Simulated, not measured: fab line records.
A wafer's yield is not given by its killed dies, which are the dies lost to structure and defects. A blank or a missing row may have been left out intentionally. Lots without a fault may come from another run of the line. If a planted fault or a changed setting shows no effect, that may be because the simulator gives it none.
fab line records	flow nand-harc	part 2 of 2: steps 5 to 6 of 6
record lots=24	wafers=72	last-day=24
route steps=1159 shown A_STAIRCASE@729 A_SGD_CUT@763 A_WL_FILL@823 A_CONTACT@859
lots with no fault: from the same line, run without faults
start-h: start of the lot's first displayed wafer, in hours after the record's first day	wait-h: hours elapsed since this lot's preceding step	" the same as in the row above	L1.1+2: a single row standing in for several wafers	- value missing, or start not given	* or withheld: withheld	< > ~ a bound
route shown NAME@n: NAME is a module with steps in the file, n the number in the route of the first one	usual: mean and standard deviation over wafers with no fault	same: alike in all rows	chamber/n: place in a boat	sites: readings site by site	_std_site: the standard deviation of these	_edge_site: mean of outer sites minus mean of inner sites	radius-mm: how far each site lies from the wafer's centre	mask NAME#n: copy n	behind: tool/chamber where the wafer was last shaped	hold: why the lot was held/for how many hours/how that ended	device: the n, p or np transistor that did not switch	end of line: the same wafers' tests at the end of the route	a step given without rows: its recipe and nothing more	killed: the dies lost at the first sort to structure and to defects; this is not the yield of the wafer	map: dies across one wafer; x = killed, . = not, _ = none there
set.NAME: setting as actually run; set.NAME@STEP: the setting as run at that earlier step	model.NAME: the simulator's own value behind a step, which no gauge read
one table for each step of the route and one row for each wafer, over a sample of lots
services: from which hour (start-h, from the record's first day; less than 0 if before it) a tool's chamber was out of use, for how many hours, and why
## steps
# step NHARC_A_CONTACT_ETCH_102
# recipe target-depth-a=700	overetch-a=70	time-s=38.5	ion-energy-ev=100	cf4-flow-sccm=80	o2-flow-sccm=20	ar-flow-sccm=0	rf-w=300	bias-w=100	chemistry=CF4/O2
# usual drypump-motor-current-A=5.54/0.28	oes-product-au=1.001/0.012	rf-vpp-V=197.5/1.6	showerhead-plenum-p-Torr=1.32/0.064	throttle-valve-pct=13.397/0.0078
# same time-s=38.5
lot.wafer	tool	chamber	start-h	wait-h	drypump-motor-current-A	oes-product-au	rf-hours-counter-h	rf-vpp-V	showerhead-plenum-p-Torr	throttle-valve-pct
L075.3	rie-diel-11	1	376.04	0.1	5.78	0.994	0	198.2	1.30	13.407
L075.2	"	3	"	"	5.10	1.000	0	195.1	1.27	13.396
L075.4	"	0	"	"	5.63	1.029	0	195.0	1.24	13.405
L074.1	rie-diel-05	0	376.23	0.1	5.57	0.983	6	196.4	1.26	13.385
L074.5	"	0	"	"	5.60	0.996	-	195.5	1.26	13.390
L074.6	"	1	"	"	5.43	0.994	-	198.4	1.31	13.391
L076.1	rie-diel-11	2	378.68	0.1	5.18	0.995	0	195.9	1.31	13.391
L076.2	"	0	"	"	5.64	1.011	0	196.0	1.24	13.395
L076.4	"	1	"	"	5.77	1.006	0	197.3	1.30	13.406
L079.3	rie-diel-06	3	388.39	0.1	5.75	0.979	52	199.5	1.39	13.393
L079.2	"	2	"	"	6.02	0.980	52	197.2	1.27	13.409
L079.6	"	3	"	"	5.75	0.982	-	199.1	1.39	13.393
L078.3	rie-diel-06	0	390.88	0.1	5.40	1.013	54	195.2	1.23	13.390
L078.6	"	3	"	"	5.76	0.988	-	198.7	1.39	13.412
L078.5	"	0	"	"	5.38	1.009	-	194.5	1.24	13.413
L077.2	rie-diel-11	0	396.50	0.1	5.59	1.019	5	196.0	1.24	13.407
L077.3	"	2	"	"	5.22	1.010	5	196.5	1.31	13.404
L077.5	"	0	"	"	5.58	1.021	-	196.6	1.24	13.407
L080.1	rie-diel-05	2	404.07	0.1	5.72	1.016	17	199.2	1.40	13.391
L080.2	"	0	"	"	5.62	0.994	18	196.2	1.26	13.390
L080.6	"	2	"	"	5.71	1.010	-	200.4	1.40	13.397
L082.3	rie-diel-06	3	406.09	0.1	5.73	0.982	60	199.3	1.39	13.394
L082.4	"	3	"	"	5.74	0.985	-	199.2	1.39	13.385
L082.6	"	2	"	"	6.05	0.997	-	196.5	1.27	13.394
L081.2	rie-diel-11	3	414.23	0.1	5.12	1.003	8	196.6	1.26	13.381
L081.3	"	0	"	"	5.62	1.013	9	195.2	1.24	13.397
L081.5	"	2	"	"	5.18	0.997	-	198.9	1.31	13.392
L083.2	rie-diel-06	1	428.54	0.1	6.09	0.988	0	197.1	1.33	13.392
L083.6	"	1	"	"	6.08	0.990	-	197.2	1.33	13.399
L083.5	"	0	"	"	5.38	0.995	-	201.7	1.45	13.396
L084.4	rie-diel-05	0	430.20	0.1	5.62	0.999	27	196.4	1.26	13.398
L084.1	"	1	"	"	5.41	0.984	25	197.3	1.31	13.389
L084.5	"	2	"	"	5.72	1.007	-	198.9	1.40	13.405
L085.2	rie-diel-05	0	438.90	0.1	5.60	0.985	29	196.4	1.26	13.397
L085.3	"	2	"	"	5.73	1.012	28	198.0	1.39	13.404
L085.6	"	3	"	"	5.36	1.020	-	200.9	1.43	13.395
L088.1	rie-diel-11	0	441.81	0.1	5.62	0.997	15	194.9	1.23	13.401
L088.4	"	3	"	"	5.14	1.003	13	196.9	1.26	13.403
L088.5	"	1	"	"	5.76	0.990	-	198.5	1.30	13.392
L087.4	rie-diel-05	2	444.50	0.1	5.72	1.006	30	198.8	1.39	13.402
L087.2	"	3	"	"	5.34	1.023	33	200.4	1.42	13.396
L087.3	"	0	"	"	5.63	0.986	32	195.7	1.26	13.391
L086.4	rie-diel-11	2	449.97	0.1	5.19	1.000	15	197.8	1.31	13.398
L086.3	"	1	"	"	5.76	0.989	14	196.5	1.30	13.391
L086.5	"	2	"	"	5.19	1.000	-	198.5	1.31	13.405
L089.2	rie-diel-11	0	456.15	0.1	5.61	1.003	17	194.6	1.23	13.397
L089.3	"	1	"	"	5.77	0.996	15	197.2	1.30	13.384
L089.6	"	0	"	"	5.61	1.004	-	195.0	1.23	13.401
L090.1	rie-diel-05	0	467.70	0.2	5.63	0.986	41	195.7	1.26	13.391
L090.3	"	3	"	"	5.36	1.019	41	200.6	1.42	13.395
L090.5	"	0	"	"	5.63	0.984	-	197.1	1.26	13.411
L091.3	rie-diel-11	3	469.81	0.1	5.14	1.005	19	195.9	1.26	13.414
L091.2	"	2	"	"	5.19	1.015	19	197.9	1.31	13.402
L091.4	"	2	"	"	5.18	1.011	-	195.6	1.31	13.400
L094.1	rie-diel-11	3	472.74	0.1	5.12	0.997	20	196.4	1.26	13.409
L094.6	"	1	"	"	5.78	0.990	-	197.9	1.29	13.391
L094.4	"	2	"	"	5.19	1.012	-	195.9	1.31	13.394
L093.1	rie-diel-06	0	475.74	0.1	5.43	1.002	24	200.8	1.44	13.381
L093.5	"	0	"	"	5.45	1.011	-	200.6	1.44	13.382
L093.6	"	2	"	"	6.04	0.997	-	196.6	1.27	13.394
L092.2	rie-diel-11	1	493.55	0.0	5.78	0.987	22	197.3	1.29	13.385
L092.1	"	2	"	"	5.19	1.012	22	196.8	1.31	13.401
L092.4	"	3	"	"	5.11	0.993	23	195.2	1.26	13.402
L095.3	rie-diel-05	3	498.99	0.1	5.40	1.026	52	198.9	1.42	13.402
L095.2	"	1	"	"	5.41	1.009	50	197.4	1.30	13.396
L095.6	"	3	"	"	5.40	1.020	-	200.1	1.42	13.386
L097.3	rie-diel-06	0	512.11	0.1	5.37	1.003	37	199.8	1.44	13.392
L097.2	"	3	"	"	5.76	0.989	13	198.8	1.39	13.393
L097.5	"	0	"	"	5.39	1.001	-	199.3	1.44	13.388
L096.4	rie-diel-05	1	512.50	0.1	5.40	0.984	54	198.1	1.30	13.400
L096.3	"	2	"	"	5.71	1.012	54	199.5	1.39	13.413
L096.6	"	0	"	"	5.62	0.987	-	196.4	1.25	13.396
# step NHARC_A_CONTACT_OVL_MEAS_70
# usual overlay-x-nm=0.0/0.92	overlay-y-nm=0.1/0.87
lot.wafer	tool	chamber	start-h	wait-h	overlay-x-nm	overlay-y-nm
L075.2	overlay-02	-	379.64	-	-1.3	0.9
L075.3	"	-	"	"	-1.4	1.8
L075.4	"	-	"	"	-1.0	1.0
L074.1	overlay-02	-	379.79	-	-0.2	1.1
L074.5	"	-	"	"	0.2	0.6
L074.6	"	-	"	"	-0.5	0.8
L076.1	overlay-02	-	381.90	-	1.0	-0.4
L076.2	"	-	"	"	1.3	-0.2
L076.4	"	-	"	"	0.4	-0.2
L079.2	overlay-02	-	391.58	-	-1.2	-0.3
L079.3	"	-	"	"	-0.7	-0.5
L079.6	"	-	"	"	-0.9	-0.4
L078.3	overlay-02	-	398.39	-	0.4	0.5
L078.5	"	-	"	"	-0.3	0.4
L078.6	"	-	"	"	0.1	0.0
L077.2	overlay-02	-	401.34	-	1.2	1.6
L077.3	"	-	"	"	1.3	1.2
L077.5	"	-	"	"	1.4	1.1
L080.1	overlay-02	-	407.26	-	-0.9	-0.4
L080.2	"	-	"	"	-0.8	-0.8
L080.6	"	-	"	"	-0.5	-0.5
L082.3	overlay-01	-	411.95	-	0.8	-1.1
L082.4	"	-	"	"	0.2	-0.9
L082.6	"	-	"	"	0.8	-1.1
L081.2	overlay-02	-	420.52	-	-0.9	1.1
L081.3	"	-	"	"	-0.6	0.4
L081.5	"	-	"	"	-1.0	1.0
L083.2	overlay-01	-	432.00	-	-2.0	-0.2
L083.5	"	-	"	"	-1.1	0.2
L083.6	"	-	"	"	-1.4	-0.5
L084.1	overlay-01	-	433.28	-	-0.9	-0.1
L084.4	"	-	"	"	-0.2	-0.5
L084.5	"	-	"	"	-0.8	0.0
L085.2	overlay-02	-	442.56	-	1.2	-1.3
L085.3	"	-	"	"	0.8	-1.7
L085.6	"	-	"	"	0.6	-0.7
L088.1	overlay-02	-	445.03	-	1.3	1.3
L088.4	"	-	"	"	1.4	1.5
L088.5	"	-	"	"	1.9	1.5
L087.2	overlay-02	-	447.77	-	0.9	-1.8
L087.3	"	-	"	"	0.9	-1.9
L087.4	"	-	"	"	0.7	-1.7
L086.3	overlay-01	-	453.32	-	-0.3	0.6
L086.4	"	-	"	"	-0.2	0.2
L086.5	"	-	"	"	-0.1	0.5
L089.2	overlay-02	-	459.76	-	1.0	0.5
L089.3	"	-	"	"	0.9	0.7
L089.6	"	-	"	"	1.2	0.8
L090.1	overlay-01	-	470.78	-	0.0	1.4
L090.3	"	-	"	"	0.1	1.4
L090.5	"	-	"	"	0.4	1.5
L091.2	overlay-01	-	473.07	-	0.3	0.7
L091.3	"	-	"	"	0.2	1.2
L091.4	"	-	"	"	0.5	1.5
L094.1	overlay-02	-	477.34	-	0.4	0.2
L094.4	"	-	"	"	-0.2	0.4
L094.6	"	-	"	"	0.1	-0.1
L093.1	overlay-01	-	484.18	-	-0.6	-0.1
L093.5	"	-	"	"	-0.2	-0.2
L093.6	"	-	"	"	-0.3	-0.4
L092.1	overlay-01	-	496.63	-	1.4	-0.2
L092.2	"	-	"	"	1.1	0.3
L092.4	"	-	"	"	1.7	-0.5
L095.2	overlay-01	-	502.21	-	-1.7	-0.3
L095.3	"	-	"	"	-1.3	0.4
L095.6	"	-	"	"	-1.0	0.2
L097.2	overlay-02	-	515.32	-	0.4	-0.1
L097.3	"	-	"	"	0.9	0.2
L097.5	"	-	"	"	-0.5	0.2
L096.3	overlay-02	-	515.79	-	-1.4	-1.0
L096.4	"	-	"	"	-1.4	-1.3
L096.6	"	-	"	"	-1.4	-0.7
## services
tool	chamber	start-h	hours	kind
rie-diel-08	-	301.80	9.0	pm
rie-diel-09	3	305.04	6.0	repair
rie-diel-10	1	315.47	6.1	repair
plasma-asher-01	-	324.53	5.4	repair
rie-diel-13	-	328.55	2.4	repair
plasma-asher-02	-	342.83	9.1	repair
rie-diel-09	0	343.43	5.8	repair
rie-diel-05	-	348.55	9.0	pm
rie-diel-10	-	353.50	9.0	pm
plasma-asher-02	-	360.28	9.0	pm
rie-diel-11	-	366.50	9.0	pm
rie-diel-10	2	369.64	4.8	repair
plasma-asher-01	-	382.48	1.3	repair
rie-diel-11	2	389.44	2.3	repair
rie-diel-06	1	401.58	7.4	repair
rie-diel-06	-	418.21	9.0	pm
rie-diel-13	-	453.00	9.0	pm
plasma-asher-01	-	453.39	9.0	pm
rie-diel-06	2	465.01	7.0	repair
rie-diel-11	0	469.31	12.6	repair
rie-diel-06	3	471.49	6.7	repair
rie-diel-13	-	475.60	0.5	repair
plasma-asher-02	-	488.68	1.2	repair
plasma-asher-01	-	493.25	11.4	repair
